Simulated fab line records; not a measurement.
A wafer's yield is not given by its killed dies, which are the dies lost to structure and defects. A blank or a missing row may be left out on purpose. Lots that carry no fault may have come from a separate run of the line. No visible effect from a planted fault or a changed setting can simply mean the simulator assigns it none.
Tool commonality check || flow n5_finfet || 10 lots, 30 wafers sampled

== THE REASON FOR OPENING IT ==
Of 10 lots, 3 have the reading HMC_CMP_THK flagged at N5_PMOS_HMC_CHANNEL_EPI_THK_MEAS_22. Wafers without a fault read 53.7 nm, standard deviation 0.8.
Rule: flag the lot when none of its wafers has a number, or when each of its wafers that has one lies beyond 4 standard deviations from that mean. As for the other lots, they are considered sound.

{"lot": "L231", "measured": "day 2 02:04", "on": "film_metro-01", "HMC_CMP_THK (nm), wafer by wafer": "53.3 53.1 52.7", "flag": ""}
{"lot": "L232", "measured": "day 2 07:59", "on": "film_metro-02", "HMC_CMP_THK (nm), wafer by wafer": "54.4 54.5 54.4", "flag": ""}
{"lot": "L234", "measured": "day 2 20:53", "on": "film_metro-01", "HMC_CMP_THK (nm), wafer by wafer": "54.8 54.3 53.9", "flag": ""}
{"lot": "L236", "measured": "day 3 08:01", "on": "film_metro-02", "HMC_CMP_THK (nm), wafer by wafer": "54.5 55.3 54.5", "flag": ""}
{"lot": "L242", "measured": "day 4 20:13", "on": "film_metro-02", "HMC_CMP_THK (nm), wafer by wafer": "59.8 59.9 59.7", "flag": "FLAGGED"}
{"lot": "L243", "measured": "day 5 02:01", "on": "film_metro-02", "HMC_CMP_THK (nm), wafer by wafer": "58.5 58.6 58.6", "flag": "FLAGGED"}
{"lot": "L244", "measured": "day 5 08:59", "on": "film_metro-01", "HMC_CMP_THK (nm), wafer by wafer": "58.7 58.7 58.6", "flag": "FLAGGED"}
{"lot": "L246", "measured": "day 5 19:49", "on": "film_metro-01", "HMC_CMP_THK (nm), wafer by wafer": "53.1 52.8 53.1", "flag": ""}
{"lot": "L249", "measured": "day 6 13:53", "on": "film_metro-02", "HMC_CMP_THK (nm), wafer by wafer": "54.2 53.7 53.5", "flag": ""}
{"lot": "L251", "measured": "day 7 02:05", "on": "film_metro-02", "HMC_CMP_THK (nm), wafer by wafer": "53.2 53.3 52.8", "flag": ""}
Average over the flagged lots: 59.0 nm; offset from the usual +5.3 nm, equal to +7 standard deviations.

== LOT BY LOT: THE TOOL USED ==
The record holds 3 process steps before the reading, out of a route of 1938 steps. Read each cell as the tool, then ch plus the chambers that the sampled wafers visited, then the start.
{"lot": "L231", "flag": "", "N5_WELL_APT_DESCUM_30": "rie_diel-06 ch 0,1, day 1 21:08", "N5_WELL_APT_RTA_34": "rtp_anneal-01 ch 0, day 1 22:00", "N5_PMOS_HMC_CHANNEL_EPI_FIN_RECESS_16": "rie_si-05 ch 0,2,3, day 1 23:52"}
{"lot": "L232", "flag": "", "N5_WELL_APT_DESCUM_30": "rie_diel-03 ch 0,2,3, day 2 02:57", "N5_WELL_APT_RTA_34": "rtp_anneal-02 ch 0, day 2 03:46", "N5_PMOS_HMC_CHANNEL_EPI_FIN_RECESS_16": "rie_si-05 ch 0,2,3, day 2 05:46"}
{"lot": "L234", "flag": "", "N5_WELL_APT_DESCUM_30": "rie_diel-02 ch 0,2,3, day 2 15:25", "N5_WELL_APT_RTA_34": "rtp_anneal-01 ch 0, day 2 16:14", "N5_PMOS_HMC_CHANNEL_EPI_FIN_RECESS_16": "rie_si-03 ch 0,3, day 2 18:49"}
{"lot": "L236", "flag": "", "N5_WELL_APT_DESCUM_30": "rie_diel-03 ch 0,2,3, day 3 03:12", "N5_WELL_APT_RTA_34": "rtp_anneal-01 ch 0, day 3 03:59", "N5_PMOS_HMC_CHANNEL_EPI_FIN_RECESS_16": "rie_si-04 ch 2,3, day 3 05:49"}
{"lot": "L242", "flag": "FLAGGED", "N5_WELL_APT_DESCUM_30": "rie_diel-06 ch 1,2,3, day 4 14:56", "N5_WELL_APT_RTA_34": "rtp_anneal-02 ch 0, day 4 16:02", "N5_PMOS_HMC_CHANNEL_EPI_FIN_RECESS_16": "rie_si-05 ch 1,2,3, day 4 18:01"}
{"lot": "L243", "flag": "FLAGGED", "N5_WELL_APT_DESCUM_30": "rie_diel-02 ch 0,3, day 4 21:21", "N5_WELL_APT_RTA_34": "rtp_anneal-02 ch 0, day 4 22:11", "N5_PMOS_HMC_CHANNEL_EPI_FIN_RECESS_16": "rie_si-05 ch 0,3, day 5 00:13"}
{"lot": "L244", "flag": "FLAGGED", "N5_WELL_APT_DESCUM_30": "rie_diel-06 ch 0,1,3, day 5 03:45", "N5_WELL_APT_RTA_34": "rtp_anneal-02 ch 0, day 5 04:33", "N5_PMOS_HMC_CHANNEL_EPI_FIN_RECESS_16": "rie_si-05 ch 0,1,2, day 5 06:43"}
{"lot": "L246", "flag": "", "N5_WELL_APT_DESCUM_30": "rie_diel-02 ch 0,2,3, day 5 15:07", "N5_WELL_APT_RTA_34": "rtp_anneal-01 ch 0, day 5 15:52", "N5_PMOS_HMC_CHANNEL_EPI_FIN_RECESS_16": "rie_si-04 ch 0,1, day 5 17:37"}
{"lot": "L249", "flag": "", "N5_WELL_APT_DESCUM_30": "rie_diel-03 ch 0,1, day 6 08:56", "N5_WELL_APT_RTA_34": "rtp_anneal-02 ch 0, day 6 09:51", "N5_PMOS_HMC_CHANNEL_EPI_FIN_RECESS_16": "rie_si-03 ch 0,2,3, day 6 11:41"}
{"lot": "L251", "flag": "", "N5_WELL_APT_DESCUM_30": "rie_diel-02 ch 1,2,3, day 6 21:37", "N5_WELL_APT_RTA_34": "rtp_anneal-01 ch 0, day 6 22:26", "N5_PMOS_HMC_CHANNEL_EPI_FIN_RECESS_16": "rie_si-04 ch 0,1,2, day 7 00:17"}
What is done by these steps:
- N5_WELL_APT_DESCUM_30: chemistry O2, time 7.9 s.
- N5_WELL_APT_RTA_34: time 10 s.
- N5_PMOS_HMC_CHANNEL_EPI_FIN_RECESS_16: chemistry HBr/Cl2, target Si, target depth 54 nm, time 18 s.
- N5_PMOS_HMC_CHANNEL_EPI_THK_MEAS_22

== FLAGGED OVER TOTAL, TOOL BY TOOL (the gauges that took the reading come last) ==
{"step": "N5_WELL_APT_DESCUM_30", "tool": "rie_diel-02", "lots run": 4, "flagged": 1, "share of the flagged lots": "some", "sound lots run after its first flagged lot": "2 (L246,L251)"}
{"step": "N5_WELL_APT_DESCUM_30", "tool": "rie_diel-03", "lots run": 3, "flagged": 0, "share of the flagged lots": "none", "sound lots run after its first flagged lot": "-"}
{"step": "N5_WELL_APT_DESCUM_30", "tool": "rie_diel-06", "lots run": 3, "flagged": 2, "share of the flagged lots": "some", "sound lots run after its first flagged lot": 0}
{"step": "N5_WELL_APT_RTA_34", "tool": "rtp_anneal-01", "lots run": 5, "flagged": 0, "share of the flagged lots": "none", "sound lots run after its first flagged lot": "-"}
{"step": "N5_WELL_APT_RTA_34", "tool": "rtp_anneal-02", "lots run": 5, "flagged": 3, "share of the flagged lots": "all", "sound lots run after its first flagged lot": "1 (L249)"}
{"step": "N5_PMOS_HMC_CHANNEL_EPI_FIN_RECESS_16", "tool": "rie_si-03", "lots run": 2, "flagged": 0, "share of the flagged lots": "none", "sound lots run after its first flagged lot": "-"}
{"step": "N5_PMOS_HMC_CHANNEL_EPI_FIN_RECESS_16", "tool": "rie_si-04", "lots run": 3, "flagged": 0, "share of the flagged lots": "none", "sound lots run after its first flagged lot": "-"}
{"step": "N5_PMOS_HMC_CHANNEL_EPI_FIN_RECESS_16", "tool": "rie_si-05", "lots run": 5, "flagged": 3, "share of the flagged lots": "all", "sound lots run after its first flagged lot": 0}
{"step": "N5_PMOS_HMC_CHANNEL_EPI_THK_MEAS_22", "tool": "film_metro-01", "lots run": 4, "flagged": 1, "share of the flagged lots": "some", "sound lots run after its first flagged lot": "1 (L246)"}
{"step": "N5_PMOS_HMC_CHANNEL_EPI_THK_MEAS_22", "tool": "film_metro-02", "lots run": 6, "flagged": 2, "share of the flagged lots": "some", "sound lots run after its first flagged lot": "2 (L249,L251)"}

== THE TABLE: WHAT IT ALLOWS ==
2 rows of the table ran every flagged lot: rtp_anneal-02 at N5_WELL_APT_RTA_34, rie_si-05 at N5_PMOS_HMC_CHANNEL_EPI_FIN_RECESS_16.
- rtp_anneal-02 at N5_WELL_APT_RTA_34: 3 of its 5 lots flagged. Lots that were sound ran on it after the first flagged one (L249); a persistent fault on the entire tool would not allow that.
- rie_si-05 at N5_PMOS_HMC_CHANNEL_EPI_FIN_RECESS_16: 3 of its 5 lots flagged. Its last sound lot is L232 (day 2 05:46), its first flagged lot L242 (day 4 18:01): a fault that began between those two fits.
Just one tool remains: rie_si-05 at N5_PMOS_HMC_CHANNEL_EPI_FIN_RECESS_16.

== WHAT THE SIMULATOR PUT IN ==
Process parameter drift: rie_si-05, from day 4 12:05 on, at N5_PMOS_HMC_CHANNEL_EPI_FIN_RECESS_16. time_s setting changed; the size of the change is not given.
Shown lots that were struck: L242, L243, L244. This agrees with what the rule above found.
